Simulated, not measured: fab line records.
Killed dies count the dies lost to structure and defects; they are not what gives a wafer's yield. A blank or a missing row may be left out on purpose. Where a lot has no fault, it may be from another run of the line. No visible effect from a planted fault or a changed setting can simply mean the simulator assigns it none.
Which tool was responsible?    flow n5_finfet    39 wafers from 13 lots sampled at 4 of the route's 1938 steps

WHAT EACH GAUGE READ, for each wafer
N5_PASSIVATION_OVL_MEAS_63. Usual: PAD_OVL typically reads 5 nm, with standard deviation 4.4.
lot   measured      on          PAD_OVL (nm)  flag
L381  day 14 06:59  overlay-02  12 4 6        
L383  day 15 01:57  overlay-02  10 8 11       
L384  day 14 21:26  overlay-02  5 4 6         
L392  day 16 11:02  overlay-01  3 5 2         
L393  day 16 17:24  overlay-02  3 0 0         
L395  day 16 15:20  overlay-02  7 3 0         
L394  day 17 08:37  overlay-01  1 7 5         
L397  day 17 23:57  overlay-01  4 -2 6        
L398  day 17 23:25  overlay-01  11 12 5       
L400  day 18 13:19  overlay-01  1 5 6         
L401  day 19 05:31  overlay-01  7 11 9        

EACH LOT AND THE TOOL THAT RAN IT (in order: tool; ch and the chambers of the sampled wafers; start)
lot   N5_MOL_CONTACT_COAG_WET_ETCH_26      N5_MIM_TOP_ETCH_STRIP_01            N5_PASSIVATION_PECVD_01
L381  wet_bench-06 ch 1,3,6, day 5 06:13   rie_diel-06 ch 1,2, day 14 03:16    pecvd-03 ch 0,2, day 14 04:56
L383  wet_bench-06 ch 1,2,3, day 5 18:37   rie_diel-02 ch 0,3, day 14 22:23    pecvd-04 ch 0,1, day 14 23:56
L384  wet_bench-03 ch 0,5,7, day 5 19:17   rie_diel-05 ch 0,2,3, day 14 15:22  pecvd-04 ch 0,2, day 14 17:01
L386  wet_bench-04 ch 0,1,7, day 6 15:14   -                                   -
L387  wet_bench-04 ch 1,5,6, day 6 16:33   -                                   -
L392  wet_bench-04 ch 2,5,6, day 8 00:01   rie_diel-05 ch 0,1,3, day 16 05:23  pecvd-04 ch 1,2, day 16 06:49
L393  wet_bench-03 ch 0,3,4, day 8 07:51   rie_diel-02 ch 0,1,2, day 16 11:25  pecvd-04 ch 0,1,2, day 16 12:59
L395  wet_bench-03 ch 1,5,6, day 8 16:54   rie_diel-06 ch 0,3, day 16 09:56    pecvd-01 ch 0,2, day 16 11:40
L394  wet_bench-04 ch 2,4,5, day 8 20:51   rie_diel-02 ch 0,1,2, day 17 04:27  pecvd-04 ch 0,2, day 17 06:02
L397  wet_bench-03 ch 1,3,7, day 9 08:32   rie_diel-05 ch 0,2,3, day 17 20:04  pecvd-04 ch 0,2, day 17 21:32
L398  wet_bench-04 ch 1,3,4, day 9 13:13   rie_diel-05 ch 0,1,3, day 17 19:13  pecvd-04 ch 0,2, day 17 20:42
L400  wet_bench-04 ch 1,4,6, day 9 20:53   rie_diel-02 ch 0,1, day 18 05:43    pecvd-01 ch 1,2, day 18 07:40
L401  wet_bench-04 ch 1,6,7, day 10 06:43  rie_diel-02 ch 1,3, day 18 23:43    pecvd-03 ch 1, day 19 01:22
- N5_MOL_CONTACT_COAG_WET_ETCH_26: target Co, target depth 13 nm.
- N5_MIM_TOP_ETCH_STRIP_01: strips in O2.
- N5_PASSIVATION_PECVD_01: deposits SiNx from SiH4/NH3/N2, target thk 200 nm, time 43.2 s.

WHAT THE TOOLS THEMSELVES READ (means of the sampled wafers that have a number; where no wafer has one, the mark that the record gives instead)
N5_MIM_TOP_ETCH_STRIP_01. Usual: drypump_motor_current_A 5.7 A, standard deviation 0.54; oes_product_au 0.78 a.u., standard deviation 0.066; rf_vpp_V 3.5 V, standard deviation 1.3; showerhead_plenum_p_Torr 2.09 Torr, standard deviation 0.068; throttle_valve_pct 16.59 %, standard deviation 0.16.
lot   tool         drypump_motor_current_A (A)  oes_product_au (a.u.)  rf_vpp_V (V)  showerhead_plenum_p_Torr (Torr)  throttle_valve_pct (%)  flag
L381  rie_diel-06  6.1                          0.89                   2.8           2.05                             16.59                   
L383  rie_diel-02  5.1                          0.78                   3.8           2.04                             16.42                   
L384  rie_diel-05  5.4                          0.76                   4.1           2.13                             16.53                   
L392  rie_diel-05  5.6                          0.72                   5.1           2.14                             16.58                   
L393  rie_diel-02  6.1                          0.76                   3.1           2.15                             16.66                   
L395  rie_diel-06  5.9                          0.81                   3.1           2.03                             16.69                   
L394  rie_diel-02  6.1                          0.78                   2.5           2.14                             16.64                   
L397  rie_diel-05  5.4                          0.75                   3.1           2.12                             16.55                   
L398  rie_diel-05  5.6                          0.71                   4.0           2.14                             16.59                   
L400  rie_diel-02  6.0                          0.76                   5.2           2.14                             16.51                   
L401  rie_diel-02  5.9                          0.78                   4.0           2.14                             16.62                   

N5_PASSIVATION_PECVD_01. Usual: chamber_pressure_Torr 4.901 Torr, standard deviation 0.011; heater_power_w 361 W, standard deviation 58; showerhead_plenum_p_Torr 8.66 Torr, standard deviation 0.058; throttle_valve_pct 29.7 %, standard deviation 1.5.
lot   tool      chamber_pressure_Torr (Torr)  heater_power_w (W)  showerhead_plenum_p_Torr (Torr)  throttle_valve_pct (%)  flag
L381  pecvd-03  4.910                         325                 8.63                             29.8                    
L383  pecvd-04  4.911                         374                 8.69                             28.4                    
L384  pecvd-04  4.895                         399                 8.65                             30.4                    
L392  pecvd-04  4.905                         411                 8.64                             29.7                    
L393  pecvd-04  4.885                         403                 8.68                             29.3                    
L395  pecvd-01  4.898                         289                 8.69                             29.3                    
L394  pecvd-04  4.892                         407                 8.68                             30.4                    
L397  pecvd-04  4.912                         400                 8.69                             30.3                    
L398  pecvd-04  4.904                         381                 8.70                             30.2                    
L400  pecvd-01  4.905                         377                 8.67                             31.5                    
L401  pecvd-03  4.894                         401                 8.60                             28.1                    

THE ANSWER, worked out from the rows above alone
Rule: a lot counts as off when the mean over its wafers that have a number is more than 3 standard deviations away from the usual mean. Also off: a lot with no number at a reading for which 4 or more lots have one. The other lots that the step has rows for count as sound. After the gauges, taken in route order, come the tools' own readings; for these a lot's mean is taken, as printed above. The first step at which some lot is off is used, and at that step the reading that is off furthest; a lot without a number counts as furthest.
Nothing can be told from this: no lot is off at any reading shown.

WHAT WAS PUT IN BY THE SIMULATOR
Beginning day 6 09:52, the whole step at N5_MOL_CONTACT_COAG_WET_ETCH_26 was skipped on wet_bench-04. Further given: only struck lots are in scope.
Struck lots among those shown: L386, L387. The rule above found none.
